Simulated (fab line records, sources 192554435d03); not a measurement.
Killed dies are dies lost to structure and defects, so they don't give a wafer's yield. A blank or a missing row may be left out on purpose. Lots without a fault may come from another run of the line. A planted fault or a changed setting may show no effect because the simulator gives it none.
One fault seen from 2 desks | flow n5_finfet | each desk has only its own numbers; what lay behind them comes last

THE TOOL OWNER'S DESK: rie_diel-04
The tool's own readings at N5_BEOL_M5_TRENCH_ETCH_37 (etches SiCOH lowk in C4F6/O2, target depth 71.652 nm, time 24.7 s): means of the sampled wafers that have a number, for each lot that ran on this tool. A lot is out of limits, marked OUT, if its mean lies more than 4 standard deviations from the usual mean; the brackets give that distance. Of its 8 readings 7 are shown: the one that was out of limits first, and those that lie furthest out on some lot.
Columns: A = bias_w at N5_BEOL_M5_TRENCH_ETCH_37, usual 185.0 W; B = chamber_pressure_mTorr at N5_BEOL_M5_TRENCH_ETCH_37, usual 30.000 mTorr; C = drypump_motor_current_A at N5_BEOL_M5_TRENCH_ETCH_37, usual 5.5 A; D = oes_product_au at N5_BEOL_M5_TRENCH_ETCH_37, usual 0.77 a.u.; E = rf_fwd_power_W at N5_BEOL_M5_TRENCH_ETCH_37, usual 339.9 W; F = rf_vpp_V at N5_BEOL_M5_TRENCH_ETCH_37, usual 666 V; G = showerhead_plenum_p_Torr at N5_BEOL_M5_TRENCH_ETCH_37, usual 2.85 Torr
lot  | first seen here | A               | B      | C   | D    | E     | F              | G
L891 | day 8 04:55     | 184.5           | 30.005 | 5.3 | 0.87 | 341.3 | 670            | 2.86
L903 | day 11 17:41    | 184.6           | 30.003 | 5.2 | 0.80 | 340.6 | 666            | 2.92
L905 | day 12 09:01    | 197.8 (+25) OUT | 30.033 | 5.2 | 0.81 | 341.5 | 701 (+4.9) OUT | 2.91
L910 | day 13 08:58    | 197.6 (+25) OUT | 29.979 | 5.1 | 0.81 | 340.5 | 700 (+4.8) OUT | 2.91
L911 | day 13 17:01    | 197.8 (+25) OUT | 29.993 | 5.1 | 0.80 | 339.8 | 700 (+4.8) OUT | 2.91
This desk's finding: out of limits on L905, L910, L911; first on L905, day 12 09:01 (bias_w at N5_BEOL_M5_TRENCH_ETCH_37). In limits: L891, L903.

THE METROLOGY DESK
What the gauges read, lot by lot, whatever tool the lot ran on: means of the sampled wafers that have a number. A lot is out of limits, marked OUT, if its mean lies more than 4 standard deviations from the usual mean; the brackets give that distance.
Columns: A = trench_depth_nm at N5_BEOL_M5_OCD_MEAS_38, usual 71.2 nm; B = M5_THK at N5_BEOL_M5_THK_MEAS_53, usual 60.9 nm; C = M5_RS at N5_BEOL_M5_RS_MEAS_57, usual 0.390 ohm/sq
lot  | first seen here | A    | B    | C
L891 | day 8 05:05     | 71.0 | 60.2 | 0.394
L903 | day 11 17:50    | 70.9 | 60.0 | 0.390
L905 | day 12 09:10    | 73.0 | 62.6 | 0.379
L906 | day 13 00:10    | 71.8 | 62.2 | 0.385
L910 | day 13 09:07    | 71.9 | 62.1 | 0.378
L911 | day 13 17:10    | 71.6 | 60.9 | 0.392
L913 | day 13 23:27    | 70.8 | 60.2 | 0.400
L914 | day 14 16:20    | 71.7 | 61.9 | 0.387
This desk's finding: nothing out of limits on any of the 8 lots.

PUT TOGETHER
The tool owner's desk could have raised an alarm at day 12 09:01, on L905, L910, L911.
The metrology desk saw nothing out of limits.
The metrology desk has L905, L910, L911 on record, within its limits.
Of the lots named, all ran N5_BEOL_M5_TRENCH_ETCH_37 on rie_diel-04.

WHAT THE SIMULATOR HAD PUT IN
Process parameter drift: rie_diel-04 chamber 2, from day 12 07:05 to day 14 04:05, at N5_BEOL_M5_TRENCH_ETCH_37. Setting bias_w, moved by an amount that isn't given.
Lots struck among those shown: L905, L910, L911.
Hours from the fault's start to each desk's first reading out of limits: the tool owner's desk, 2.
